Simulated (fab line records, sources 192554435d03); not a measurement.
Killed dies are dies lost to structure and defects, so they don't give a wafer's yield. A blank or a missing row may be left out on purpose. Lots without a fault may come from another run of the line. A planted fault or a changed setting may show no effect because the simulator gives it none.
fab line records | flow n5_finfet | part 2 of 2: steps 24 to 29 of 29
record lots=5 wafers=15 last_day=18
route steps=1938 shown BEOL_M0@745 BEOL_M1@751
lots that met no fault: from a run of the same line without faults
start_h: hours from the record's first day to the start of the lot's first wafer shown | wait_h: hours since the lot's step before | " the same as in the row above | L1.1+2: a row that stands for several wafers | - no value, or no start given | * or withheld: withheld | < > ~ a bound
route shown NAME@n: a module of which the file shows steps, and the number in the route of the first | usual: mean/standard deviation of fault-free wafers | same: alike in all rows | chamber/n: place in a boat | sites: the reading at each site | _std_site: their standard deviation | _edge_site: outer sites' mean less inner sites' | radius_mm: how far each site lies from the wafer's centre | mask NAME#n: copy n | behind: the tool/chamber that last shaped the wafer | hold: why the lot was held/for how many hours/how that ended | device: the transistor (n, p or np) that didn't switch | end of line: the same wafers' tests at the end of the route | a step without rows: its recipe alone | killed: dies lost to structure and defects at the first sort, not the wafer's yield | map: a wafer's dies, x killed, . not, _ none there
set.NAME: the setting as run; set.NAME@STEP: as run at that earlier step | model.NAME: the simulator's own value behind a step, which no gauge read
lots at some steps of the route; a table a step, a row a wafer
services: from which hour (start_h, from the record's first day; less than 0 if before it) a tool's chamber was out of use, for how many hours, and why
## steps
# step N5_BEOL_M1_ETCH_74
# recipe chemistry=N2/H2 target=underlayer target_depth_a=65 mask_material=CAR-EUV time_s=5.2 ion_energy_ev=200 pressure_mtorr=30 source_w=840 bias_w=150 n2_flow_sccm=200 h2_flow_sccm=200 ends=cleared
# usual drypump_motor_current_A=5.8/0.53 etch_rf_on_time_s=5.24/0.21 oes_product_au=0.65/0.075 rf_vpp_V=523.9/2.8 showerhead_plenum_p_Torr=2.55/0.09 throttle_valve_pct=17.77/0.27
# columns lot.wafer tool chamber start_h wait_h drypump_motor_current_A etch_rf_on_time_s oes_product_au rf_hours_counter_h rf_vpp_V showerhead_plenum_p_Torr throttle_valve_pct
L075.1 rie_diel-06 2 126.28 0.0 6.2 5.08 0.78 17 523.4 2.48 17.81
L075.2 " 1 " " 5.4 5.03 0.75 42 527.3 2.56 17.15
L075.6 " 2 " " 6.2 4.99 0.81 - 520.7 2.48 17.81
L081.1 rie_diel-04 0 163.98 0.0 5.3 5.37 0.63 148 526.6 2.66 17.88
L081.4 " 3 " " 5.9 5.59 0.57 229 519.9 2.40 17.83
L081.5 " 3 " " 5.9 5.58 0.58 - 518.6 2.40 17.82
L085.2 rie_diel-04 1 187.59 0.0 6.3 5.29 0.61 199 526.5 2.65 17.73
L085.4 " 3 " " 5.9 5.58 0.58 235 520.1 2.40 17.84
L085.6 " 0 " " 5.3 5.41 0.63 - 525.0 2.66 17.89
L088.3 rie_diel-02 3 209.80 0.0 6.5 5.56 0.59 198 524.3 2.54 17.94
L088.4 " 2 " " 6.3 5.04 0.62 194 520.7 2.43 17.94
L088.6 " 0 " " 6.4 4.76 0.83 - 524.6 2.59 17.30
L096.3 rie_diel-02 0 256.03 0.0 6.4 4.88 0.80 31 524.9 2.58 17.33
L096.5 " 2 " " 6.3 5.03 0.61 - 519.3 2.42 17.96
L096.6 " 1 " " 5.1 5.12 0.59 - 524.7 2.60 17.69
# step N5_BEOL_M1_ETCH_63
# recipe chemistry=CF4 target=SiARC target_depth_a=156 mask_material=CAR-EUV time_s=26 ion_energy_ev=80 pressure_mtorr=40 source_w=545 bias_w=36 Ar_flow_sccm=100 cf4_flow_sccm=100 ends=cleared
# usual cf4_flow_sccm=100.0/0.31 drypump_motor_current_A=5.8/0.53 etch_rf_on_time_s=26.0/1 oes_product_au=0.65/0.076 rf_vpp_V=184.1/1.2 showerhead_plenum_p_Torr=2.15/0.071 throttle_valve_pct=15.57/0.18
# columns lot.wafer tool chamber start_h wait_h cf4_flow_sccm drypump_motor_current_A etch_rf_on_time_s oes_product_au rf_hours_counter_h rf_vpp_V showerhead_plenum_p_Torr throttle_valve_pct
L075.1 rie_diel-06 2 126.29 0.0 99.4 6.2 25.2 0.79 17 186.0 2.10 15.61
L075.2 " 1 " " 100.0 5.4 25.7 0.74 42 184.1 2.17 15.15
L075.6 " 2 " " 99.7 6.2 25.3 0.79 - 182.6 2.10 15.61
L081.1 rie_diel-04 0 164.00 0.0 100.3 5.3 26.7 0.64 148 185.8 2.22 15.60
L081.4 " 3 " " 100.0 5.9 27.7 0.58 229 183.4 2.04 15.79
L081.5 " 3 " " 99.8 5.9 27.5 0.58 - 183.1 2.04 15.80
L085.2 rie_diel-04 1 187.61 0.0 100.2 6.3 26.0 0.62 199 183.9 2.23 15.47
L085.4 " 3 " " 100.6 5.9 27.8 0.57 235 182.7 2.04 15.80
L085.6 " 0 " " 100.0 5.3 26.7 0.64 - 185.0 2.21 15.63
L088.3 rie_diel-02 3 209.82 0.0 99.6 6.4 27.7 0.59 198 184.8 2.13 15.71
L088.4 " 2 " " 100.0 6.3 25.2 0.62 194 183.5 2.04 15.60
L088.6 " 0 " " 100.0 6.4 24.0 0.84 - 185.1 2.19 15.26
L096.3 rie_diel-02 0 256.05 0.0 100.4 6.4 24.2 0.80 31 182.4 2.19 15.29
L096.5 " 2 " " 99.7 6.3 25.0 0.63 - 183.0 2.04 15.62
L096.6 " 1 " " 100.2 5.1 25.9 0.58 - 185.5 2.20 15.54
# step N5_BEOL_M1_ETCH_64
# recipe chemistry=N2/H2 target=SOC target_depth_a=750 overetch_a=150 mask_material=SiARC temp_c=40 time_s=112.5 ion_energy_ev=200 pressure_mtorr=30 source_w=840 bias_w=150 n2_flow_sccm=200 h2_flow_sccm=200
# usual drypump_motor_current_A=5.8/0.54 oes_product_au=0.60/0.059 rf_vpp_V=523.9/2.5 showerhead_plenum_p_Torr=2.55/0.09 throttle_valve_pct=17.73/0.27
# columns lot.wafer tool chamber start_h wait_h drypump_motor_current_A oes_product_au rf_hours_counter_h rf_vpp_V showerhead_plenum_p_Torr throttle_valve_pct
L075.1 rie_diel-06 2 126.32 0.0 6.2 0.72 17 522.7 2.48 17.73
L075.2 " 1 " " 5.4 0.67 42 525.2 2.56 17.12
L075.6 " 2 " " 6.2 0.73 - 522.7 2.48 17.75
L081.1 rie_diel-04 0 164.03 0.0 5.3 0.60 148 526.3 2.66 17.83
L081.4 " 3 " " 5.9 0.55 229 519.6 2.40 17.77
L081.5 " 3 " " 5.9 0.56 - 518.1 2.40 17.79
L085.2 rie_diel-04 1 187.64 0.0 6.3 0.57 199 526.6 2.65 17.72
L085.4 " 3 " " 5.9 0.55 235 518.4 2.40 17.81
L085.6 " 0 " " 5.3 0.60 - 526.5 2.66 17.85
L088.3 rie_diel-02 3 209.85 0.0 6.5 0.57 198 523.6 2.54 17.93
L088.4 " 2 " " 6.4 0.57 194 518.8 2.43 17.89
L088.6 " 0 " " 6.4 0.73 - 524.1 2.59 17.24
L096.3 rie_diel-02 0 256.08 0.0 6.4 0.72 31 525.7 2.58 17.29
L096.5 " 2 " " 6.3 0.56 - 520.2 2.42 17.92
L096.6 " 1 " " 5.1 0.54 - 524.2 2.60 17.63
# step N5_BEOL_M1_STRIP_65
# recipe chemistry=N2/H2 temp_c=40 n2_flow_sccm=200 h2_flow_sccm=200 rf_frequency_hz=6e+07
# columns lot.wafer tool chamber start_h wait_h
L075.1+2+6 rie_diel-06 2,1,2 126.43 0.1
L081.1+4+5 rie_diel-04 0,3,3 164.14 0.1
L085.2+4+6 rie_diel-04 1,3,0 187.75 0.1
L088.3+4+6 rie_diel-02 3,2,0 209.95 0.1
L096.3+5+6 rie_diel-02 0,2,1 256.19 0.1
# step N5_BEOL_M1_STRIP_75
# recipe chemistry=N2/H2 temp_c=40 n2_flow_sccm=200 h2_flow_sccm=200 rf_frequency_hz=6e+07
# columns lot.wafer tool chamber start_h wait_h
L075.1+2+6 rie_diel-06 2,1,2 126.44 0.0
L081.1+4+5 rie_diel-04 0,3,3 164.15 0.0
L085.2+4+6 rie_diel-04 1,3,0 187.76 0.0
L088.3+4+6 rie_diel-02 3,2,0 209.96 0.0
L096.3+5+6 rie_diel-02 0,2,1 256.20 0.0
# step N5_BEOL_M1_STRIP_66
# recipe chemistry=CF4 resist=SiARC power_w=300 bias_power_w=75 pressure_mtorr=50 cf4_flow_sccm=150 rf_frequency_hz=6e+07
# usual cf4_flow_sccm=150.0/0.47 drypump_motor_current_A=5.8/0.54 oes_product_au=0.75/0.074 rf_vpp_V=271.3/1.5 showerhead_plenum_p_Torr=1.80/0.063 throttle_valve_pct=13.58/0.19
# columns lot.wafer tool chamber start_h wait_h cf4_flow_sccm drypump_motor_current_A oes_product_au rf_hours_counter_h rf_vpp_V showerhead_plenum_p_Torr throttle_valve_pct
L075.1 rie_diel-06 2 126.45 0.0 151.4 6.1 0.90 17 271.0 1.75 13.50
L075.2 " 1 " " 150.4 5.4 0.85 42 270.2 1.81 13.12
L075.6 " 2 " " 150.3 6.2 0.91 - 271.5 1.75 13.51
L081.1 rie_diel-04 0 164.16 0.0 150.2 5.3 0.74 148 273.2 1.85 13.59
L081.4 " 3 " " 150.9 5.9 0.70 230 269.9 1.73 13.85
L081.5 " 3 " " 150.2 5.9 0.69 - 268.8 1.73 13.86
L085.2 rie_diel-04 1 187.77 0.0 149.7 6.3 0.72 199 272.3 1.87 13.53
L085.4 " 3 " " 149.7 5.9 0.69 235 268.1 1.73 13.87
L085.6 " 0 " " 150.7 5.3 0.74 - 272.3 1.85 13.59
L088.3 rie_diel-02 3 209.97 0.0 149.9 6.4 0.71 199 271.8 1.78 13.67
L088.4 " 2 " " 149.8 6.3 0.71 194 267.9 1.70 13.59
L088.6 " 0 " " 149.9 6.4 0.92 - 271.5 1.85 13.30
L096.3 rie_diel-02 0 256.21 0.0 149.7 6.4 0.89 31 271.6 1.85 13.34
L096.5 " 2 " " 149.8 6.3 0.70 - 268.8 1.70 13.61
L096.6 " 1 " " 149.9 5.1 0.68 - 272.4 1.87 13.66
## services
# columns tool chamber start_h hours kind
rie_diel-04 2 105.53 3.5 repair
pecvd-04 2 114.14 6.6 repair
pecvd-03 - 117.39 2.8 pm
pecvd-04 1 117.86 6.8 repair
cvd_co-02 - 127.45 28.1 pm
rie_diel-04 2 140.05 19.5 repair
euv_scanner-02 - 145.00 0.2 repair
euv_scanner-02 - 146.10 1.0 pm
euv_scanner-02 - 156.87 0.9 repair
pecvd-03 - 157.33 1.4 repair
cvd_co-02 - 165.03 1.7 repair
pecvd-04 1 166.93 6.9 repair
pecvd-04 0 168.48 16.4 repair
rie_diel-04 3 180.80 1.6 repair
pecvd-04 2 195.91 3.0 repair
euv_scanner-02 - 196.67 4.6 pm
cvd_co-02 - 198.82 0.5 repair
pecvd-04 - 201.22 6.0 pm
pecvd-04 - 207.59 1.6 repair
cvd_co-02 - 212.88 6.9 pm
rie_diel-02 1 222.31 5.3 repair
cvd_co-01 1 222.85 2.7 repair
pecvd-03 1 235.50 1.9 repair
cvd_co-01 - 242.52 2.8 pm
